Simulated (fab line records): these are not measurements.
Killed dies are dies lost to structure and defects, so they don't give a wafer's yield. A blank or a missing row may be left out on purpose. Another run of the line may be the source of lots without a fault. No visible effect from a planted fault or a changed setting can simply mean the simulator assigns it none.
Split-lot experiment | flow n5 finfet | route with 1938 steps; 7 lots, 39 wafers read

ON THE SPLIT
At N5_MIM_BOT_SPUTTER_00 (material TiN, target thk 35 nm, time 89.7 s), the setting target thk a was moved away from the recipe's 350 angstrom on 12 of the 39 wafers read, by -39.4% to +39.9%. For the rest of the wafers, this setting stayed at what the recipe calls for.

The reading comes from the split's own step.

THE READING
TiN_of_MIM_BOT_SPUTTER_00.thk nm (the simulator's own value, which no gauge read), in nm, at N5_MIM_BOT_SPUTTER_00 (material TiN, target thk 35 nm, time 89.7 s). There is no usual value for it anywhere in the file. Average 35.0 nm, standard deviation 0.37 nm, over the 27 wafers here run with the recipe.

wafer  | tool, chamber at the split | target thk a as run, angstrom | against the recipe | TiN_of_MIM_BOT_SPUTTER_00.thk nm, nm | against lot-mates on the recipe
L074.1 | pvd sputter-01, -          | 477.1                         | +36.3%             | 47.6                                 | +12.9
L074.4 | pvd sputter-01, -          | 477.1                         | +36.3%             | 47.6                                 | +12.9
L074.2 | pvd sputter-01, -          | 350                           | recipe             | 34.4                                 | -
L074.3 | pvd sputter-01, -          | 350                           | recipe             | 35                                   | -
L074.5 | pvd sputter-01, -          | 350                           | recipe             | 34.6                                 | -
L074.6 | pvd sputter-01, -          | 477.1                         | +36.3%             | 47.4                                 | +12.7
L077.1 | pvd sputter-01, -          | 489.5                         | +39.9%             | 48.8                                 | +13.4
L077.2 | pvd sputter-01, -          | 489.5                         | +39.9%             | 49.6                                 | +14.2
L077.3 | pvd sputter-01, -          | 489.5                         | +39.9%             | 49.6                                 | +14.2
L077.4 | pvd sputter-01, -          | 350                           | recipe             | 35.4                                 | -
L077.5 | pvd sputter-01, -          | 350                           | recipe             | 35.2                                 | -
L077.6 | pvd sputter-01, -          | 350                           | recipe             | 35.6                                 | -
L080.2 | pvd sputter-02, -          | 350                           | recipe             | 35.6                                 | -
L080.6 | pvd sputter-02, -          | 350                           | recipe             | 35.6                                 | -
L080.3 | pvd sputter-02, -          | 350                           | recipe             | 35.4                                 | -
L082.1 | pvd sputter-01, -          | 350                           | recipe             | 35                                   | -
L082.6 | pvd sputter-01, -          | 350                           | recipe             | 35                                   | -
L082.2 | pvd sputter-01, -          | 350                           | recipe             | 34.6                                 | -
L082.4 | pvd sputter-01, -          | 350                           | recipe             | 34.6                                 | -
L082.5 | pvd sputter-01, -          | 350                           | recipe             | 34.6                                 | -
L082.3 | pvd sputter-01, -          | 350                           | recipe             | 34.8                                 | -
L088.1 | pvd sputter-01, -          | 350                           | recipe             | 35.4                                 | -
L088.2 | pvd sputter-01, -          | 212.2                         | -39.4%             | 21.8                                 | -13.6
L088.3 | pvd sputter-01, -          | 350                           | recipe             | 35.6                                 | -
L088.4 | pvd sputter-01, -          | 350                           | recipe             | 35.2                                 | -
L088.5 | pvd sputter-01, -          | 212.2                         | -39.4%             | 21.2                                 | -14.2
L088.6 | pvd sputter-01, -          | 212.2                         | -39.4%             | 21.6                                 | -13.8
L095.1 | pvd sputter-03, -          | 350                           | recipe             | 34.6                                 | -
L095.2 | pvd sputter-03, -          | 350                           | recipe             | 34.8                                 | -
L095.3 | pvd sputter-03, -          | 350                           | recipe             | 34.4                                 | -
L095.4 | pvd sputter-03, -          | 350                           | recipe             | 35.2                                 | -
L095.5 | pvd sputter-03, -          | 350                           | recipe             | 35                                   | -
L095.6 | pvd sputter-03, -          | 350                           | recipe             | 35                                   | -
L096.1 | pvd sputter-03, -          | 269.4                         | -23.0%             | 26.8                                 | -8.4
L096.6 | pvd sputter-03, -          | 269.4                         | -23.0%             | 26.8                                 | -8.4
L096.2 | pvd sputter-03, -          | 269.4                         | -23.0%             | 27                                   | -8.2
L096.3 | pvd sputter-03, -          | 350                           | recipe             | 35.4                                 | -
L096.4 | pvd sputter-03, -          | 350                           | recipe             | 35.2                                 | -
L096.5 | pvd sputter-03, -          | 350                           | recipe             | 35                                   | -

THE FIT
A straight line over all 39 wafers: TiN_of_MIM_BOT_SPUTTER_00.thk nm changes by +0.349 nm for each +1% of target thk a; r = +1.00; the points scatter about the line by 0.37 nm.
The same after taking each lot's own level away (the mean of its wafers on the recipe; 39 wafers): +0.353 nm for each +1%; r = +1.00; scatter 0.23 nm.
According to that fit, moving target thk a by its largest amount changes the reading by 14 nm.
The span of the lots' own levels, 34.67 to 35.53 nm, comes to 2.3 times the standard deviation stated above.
Consequently the slope shifts little with the lot-to-lot level, the two slopes agreeing.
Check: +14.1 nm against its lot-mates is what the line predicts for one of the wafers moved furthest among these (+39.9%) when that wafer is left out of the fit. It came out at +13.4 nm against them.

FURTHER SPLITS ON THESE WAFERS
Before the reading, these wafers also passed through other splits. Each is held against what the fit with the lots' levels taken away leaves over:
other split on the same wafers      | wafers away from the commonest value | r with TiN_of_MIM_BOT_SPUTTER_00.thk nm (lot level and that fit taken away)
N5_BEOL_M12_ILD_DEP_00 target thk a | 12                                   | -0.07

FILE'S OWN FIT
TiN_of_MIM_BOT_SPUTTER_00.thk nm changes by +0.353 nm for each +1% of target thk a, r = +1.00.
